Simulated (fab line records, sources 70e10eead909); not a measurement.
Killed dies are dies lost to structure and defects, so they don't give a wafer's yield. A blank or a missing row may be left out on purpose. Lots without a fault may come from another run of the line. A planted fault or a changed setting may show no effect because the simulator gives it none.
A struck lot beside a sound one | flow nand_harc | 14 steps out of a route of 1159
Sound: wafers L690.2, L690.5, L690.6. Struck: wafers L697.1, L697.5, L697.6. The cause comes at the end.
At each step with rows: each side's tool, then ch and its chambers, then its first start. Under that, the readings that differ: sound wafers | struck wafers | difference of the means | sigmas: that difference in standard deviations of wafers without a fault.
alike: readings whose means differ by less than 2 such deviations, and words and numbers that are the same on both sides. not compared: withheld readings, readings that some wafer has no value for, bounds like >300 that may hide the same value, and numbers for which the record gives no deviation and whose values overlap.
The two part at a step that has a row with sigmas, a row that says differs or no value, or rows on one side only. Numbers that don't overlap but have no deviation are shown without sigmas and don't part them. A reading that every wafer of one side lacks parts them only if that side has two wafers or more.

first, 1 step without rows for these wafers: NHARC_A_STAIRCASE_DESCUM_291 (chemistry O2, time 3 s).
NHARC_A_STAIRCASE_ETCH_292: etches the open film in CF4/CHF3.
  sound on rie_diel-11 ch 1,2,3, day 11 09:14; struck on rie_diel-08 ch 0,1, day 13 13:13
  reading               | sound             | struck            | difference | sigmas
  oes_product_au (a.u.) | 0.935 0.923 0.916 | 0.969 0.975 0.984 | +0.051     | +2
  alike: drypump_motor_current_A, mfc_ar_sccm, rf_vpp_V, showerhead_plenum_p_Torr, throttle_valve_pct
  not compared: rf_hours_counter_h
NHARC_A_STAIRCASE_HM_OPEN_460: chemistry O2/COS.
  sound on rie_diel-11 ch 1,2; struck on rie_diel-08 ch 0,1
  alike: drypump_motor_current_A, mfc_ar_sccm, oes_product_au, rf_vpp_V, showerhead_plenum_p_Torr, throttle_valve_pct
  not compared: rf_hours_counter_h
then, 1 step without rows for these wafers: NHARC_A_STAIRCASE_STRIP_461 (strips in O2/COS).
NHARC_A_STAIRCASE_ETCH_452: etches the open film in CF4/O2, target depth 30 nm, overetch 3 nm, time 16.5 s.
  sound on rie_diel-11 ch 1,2,3; struck on rie_diel-08 ch 0,1,3
  alike: drypump_motor_current_A, mfc_ar_sccm, oes_product_au, rf_vpp_V, showerhead_plenum_p_Torr, throttle_valve_pct
  not compared: rf_hours_counter_h
NHARC_A_STAIRCASE_ETCH_294: etches the open film in C4F8/O2/Ar, target depth 4992 nm, time 1212.4 s.
  sound on rie_diel-11 ch 1,2,3; struck on rie_diel-08 ch 0,3
  alike: oes_product_au, rf_vpp_V
  not compared: rf_hours_counter_h
then, 4 steps without rows for these wafers: NHARC_A_STAIRCASE_STRIP_295 (strips in O2); NHARC_A_STAIRCASE_STRIP_296 (strips in SPM, time 900 s); NHARC_A_STAIRCASE_PRECLEAN_297 (cleans in SC1); NHARC_A_STAIRCASE_SRD_298.
NHARC_A_STAIRCASE_HM_DEP_462: deposits aC, target thk 800 nm.
  sound on acl_dep-02 ch 0, day 11 13:38; struck on acl_dep-01 ch 0, day 13 18:47
  alike: throttle_valve_pct
  not compared: susceptor_temp_C
NHARC_A_STAIRCASE_DEP_301: deposits SiON, target thk 30 nm.
  sound on pecvd-02 ch 0,1,2, day 11 15:14; struck on pecvd-03 ch 0,1, day 13 20:41
  no value came back on the struck wafers for chamber_pressure_Torr (Torr), heater_power_outer_w (W), heater_power_w (W); on the sound wafers chamber_pressure_Torr (Torr) reads 3.521 3.504 3.498
then, 1 step without rows for these wafers: NHARC_A_STAIRCASE_DEHYDRATE_302 (time 120 s).
-- the record jumps here: 8 days lie between the struck wafers' starts before and after (it left off in module A_STAIRCASE and takes up again in module END, whose first step shown is number 1159 of the route) --
NHARC_END_SORT_01:
  the record has rows for the struck wafers here (prober-01 ch 0, day 21 14:02) and none for the sound ones

WHERE THEY PART
First at NHARC_A_STAIRCASE_ETCH_292; last, within this record, at NHARC_END_SORT_01.

WHY: what the simulator had put in
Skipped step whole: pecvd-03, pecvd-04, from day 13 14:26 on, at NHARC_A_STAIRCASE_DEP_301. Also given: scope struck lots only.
